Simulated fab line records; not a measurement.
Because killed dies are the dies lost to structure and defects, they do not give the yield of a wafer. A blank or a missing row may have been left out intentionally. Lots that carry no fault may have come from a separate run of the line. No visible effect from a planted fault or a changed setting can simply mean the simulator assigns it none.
A lot that was struck, set against a sound lot | flow nandHarc | 15 out of 1302 route steps
Sound: these wafers, L437.1, L437.4, L437.6. Struck: wafers L428.1, L428.3. (L428.6 of the same lot was not struck and is left out.) The cause comes at the end.
Order at every step that has rows: each side's tool, ch and its chambers, its first start. Under that, the readings that differ: sound wafers | struck wafers | difference of the means | sigmas: that difference in standard deviations of wafers without a fault.
alike: same words and numbers on both sides, and readings whose means sit less than 2 such deviations apart. not compared: any withheld reading, any reading some wafer has no value for, any bound like >300 that may hide the same value, and any number with overlapping values for which the record gives no deviation.
A row with sigmas, a row that says differs or no value, or rows on one side alone: a step with any of these is where the two part. Numbers that have no deviation but don't overlap get no sigmas and don't part them. Lack of a reading on every wafer of one side parts them only where that side has two or more wafers.

NHARC_A_CONTACT_ETCH_128: etches the open film in C4F8/O2/Ar, time 197 s, target depth 1918 nm.
  sound on harCapEtch-01 ch 0,1, day 29 13:15; struck on harCapEtch-03 ch 0, day 25 16:19
  not compared: rfHoursCounterH
NHARC_A_CONTACT_ETCH_129: etches the open film in C4F8/O2/Ar, time 197 s, target depth 1918 nm.
  sound on harCapEtch-01 ch 0,1, day 29 13:26; struck on harCapEtch-03 ch 0, day 25 16:29
  not compared: rfHoursCounterH
NHARC_A_CONTACT_ETCH_130: etches the open film in C4F8/O2/Ar, time 197 s, target depth 1918 nm.
  sound on harCapEtch-01 ch 0,1, day 29 13:37; struck on harCapEtch-03 ch 0, day 25 16:40
  not compared: rfHoursCounterH
then, 3 steps without rows for these wafers: NHARC_A_CONTACT_ETCH_131 (etches the open film in C4F8/O2/Ar, time 197 s, target depth 1918 nm); NHARC_A_CONTACT_ETCH_132 (etches the open film in C4F8/O2/Ar, time 197 s, target depth 1924 nm); NHARC_A_CONTACT_ETCH_133 (etches the open film in C4F8/O2/Ar, time 374 s, target depth 1610 nm).
NHARC_A_CONTACT_ETCH_91: etches the open film in CH3F/O2, target depth 40 nm, time 85.7 s.
  sound on rieDiel-02 ch 0,1,3, day 29 14:55; struck on rieDiel-11 ch 0,2, day 25 17:59
  alike: drypumpMotorCurrentA, oesProductAu, rfVppV, showerheadPlenumPTorr, throttleValvePct
  not compared: rfHoursCounterH
then, 1 step without rows for these wafers: NHARC_A_CONTACT_ETCH_97 (etches the open film in C4F6/O2, target depth 20 nm, time 10 s).
NHARC_A_CONTACT_CD_MEAS_80:
  sound on cdSem-02 at day 29 15:07; struck on cdSem-02 at day 25 18:13
reading   | sound             | struck      | difference | sigmas
cdNm (nm) | 288.8 289.0 288.4 | 291.0 290.8 | +2.2       | +3
then, 3 steps without rows for these wafers: NHARC_A_CONTACT_STRIP_103 (strips in N2/H2); NHARC_A_CONTACT_STRIP_104 (strips in CF4/CHF3); NHARC_A_CONTACT_STRIP_105 (strips in O2/COS).
NHARC_A_CONTACT_ETCH_106: etches the open film in CF4/O2, target depth 90 nm, overetch 9 nm, time 49.5 s.
  sound on rieDiel-02 ch 0,3, day 29 15:25; struck on rieDiel-11 ch 1,2, day 25 18:30
reading             | sound             | struck      | difference | sigmas
oesProductAu (a.u.) | 0.995 0.980 1.008 | 0.948 0.949 | -0.046     | -4
  alike: drypumpMotorCurrentA, rfVppV, showerheadPlenumPTorr, throttleValvePct
  not compared: rfHoursCounterH
NHARC_A_CONTACT_STRIP_82: strips in O2.
  sound on rieDiel-02 ch 0,1,3; struck on rieDiel-11 ch 0,1
  alike: drypumpMotorCurrentA, oesProductAu, rfVppV, showerheadPlenumPTorr, throttleValvePct
  not compared: rfHoursCounterH
-- record jumps: 2 days between struck wafers' starts before vs after; left off in module A_CONTACT, resumes in module END, first step shown is number 1302 of the route --
NHARC_END_SORT_01:
  sound on prober-02 ch 0, day 32 00:17; struck on prober-01 ch 0, day 28 01:33
reading       | sound    | struck  | difference | sigmas
killedAtArray | 52 55 44 | 145 143 | +94        | +4
killedDies    | 57 66 51 | 147 150 | +90        | +4
  alike: killedAtOther, killedAtPeriphery, killedOpen, killedShort

## WHERE THEY PART
At NHARC_A_CONTACT_CD_MEAS_80 first; at NHARC_END_SORT_01 last (within this record only).

WHY: what the simulator had put in
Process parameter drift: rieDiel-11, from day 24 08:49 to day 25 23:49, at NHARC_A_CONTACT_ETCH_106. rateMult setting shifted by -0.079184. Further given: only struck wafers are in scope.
